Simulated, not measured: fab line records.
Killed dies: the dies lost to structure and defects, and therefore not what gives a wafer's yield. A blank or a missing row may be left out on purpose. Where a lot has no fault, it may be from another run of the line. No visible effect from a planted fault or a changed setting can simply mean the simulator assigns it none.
The same fault as seen by 2 desks / flow nand harc / what lay behind the numbers comes last; until then each desk has only its own

== AT THE METROLOGY DESK ==
Lot by lot, what the gauges showed, no matter which tool ran the lot: averages of those sampled wafers that carry a number. The brackets show how far a lot's mean lies from the usual mean; more than 4 standard deviations puts the lot out of limits, marked OUT.
Columns: A = overlay x nm at NHARC_A_BONDPAD_OVL_MEAS_35, usual 0 nm; B = overlay y nm at NHARC_A_BONDPAD_OVL_MEAS_35, usual 1 nm
lot=L822; first seen here=day 23 20:58; A=-12; B=-14
lot=L824; first seen here=day 24 14:28; A=16; B=4
lot=L823; first seen here=day 24 15:17; A=-3; B=-5
lot=L825; first seen here=day 25 08:17; A=8; B=12
lot=L826; first seen here=day 25 13:49; A=-9; B=3
lot=L827; first seen here=day 25 18:09; A=-12; B=2
lot=L829; first seen here=day 26 10:52; A=5; B=-1
lot=L828; first seen here=day 26 13:08; A=1; B=-5
lot=L836; first seen here=day 30 06:34; A=-11; B=6
lot=L841; first seen here=day 31 19:52; A=3; B=2
lot=L842; first seen here=day 31 21:20; A=-5; B=-2
lot=L840; first seen here=day 32 05:56; A=8; B=0
lot=L843; first seen here=day 32 08:54; A=7; B=2
Finding of this desk: none of the 13 lots has anything out of limits.

== AT THE TOOL OWNER'S DESK: litho track-03 ==
Per lot that ran on this tool, the mean of the sampled wafers carrying a number, from the tool's own readings at NHARC_A_BONDPAD_SOFTBAKE_04 (time 70 s). The brackets show how far a lot's mean lies from the usual mean; more than 4 standard deviations puts the lot out of limits, marked OUT.
Columns: A = heater power total W at NHARC_A_BONDPAD_SOFTBAKE_04, usual 200.9 W
lot=L825; first seen here=day 25 07:00; A=200.5
lot=L829; first seen here=day 26 10:00; A=199.6
lot=L836; first seen here=day 30 06:00; A=247.1 (+36) OUT
lot=L843; first seen here=day 32 08:00; A=200.5
This desk's finding: out of limits on L836; first on L836, day 30 06:00 (heater power total W at NHARC_A_BONDPAD_SOFTBAKE_04). Within limits: L825, L829, L843.

== ALL TOGETHER ==
On L836, at day 30 06:00, an alarm was possible from the tool owner's desk.
At the metrology desk, nothing out of limits was observed.
The metrology desk has L836 on record, within its limits.
NHARC_A_BONDPAD_SOFTBAKE_04 was run on litho track-03 by each of the lots named.

== WHAT THE SIMULATOR HAD INSERTED ==
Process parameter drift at NHARC_A_BONDPAD_SOFTBAKE_04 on litho track-03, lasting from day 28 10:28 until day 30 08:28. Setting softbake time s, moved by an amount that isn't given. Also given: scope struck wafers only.
Struck lots among those shown: L836.
Time in hours from fault onset to the first out-of-limits reading at each desk: the tool owner's desk, 44.
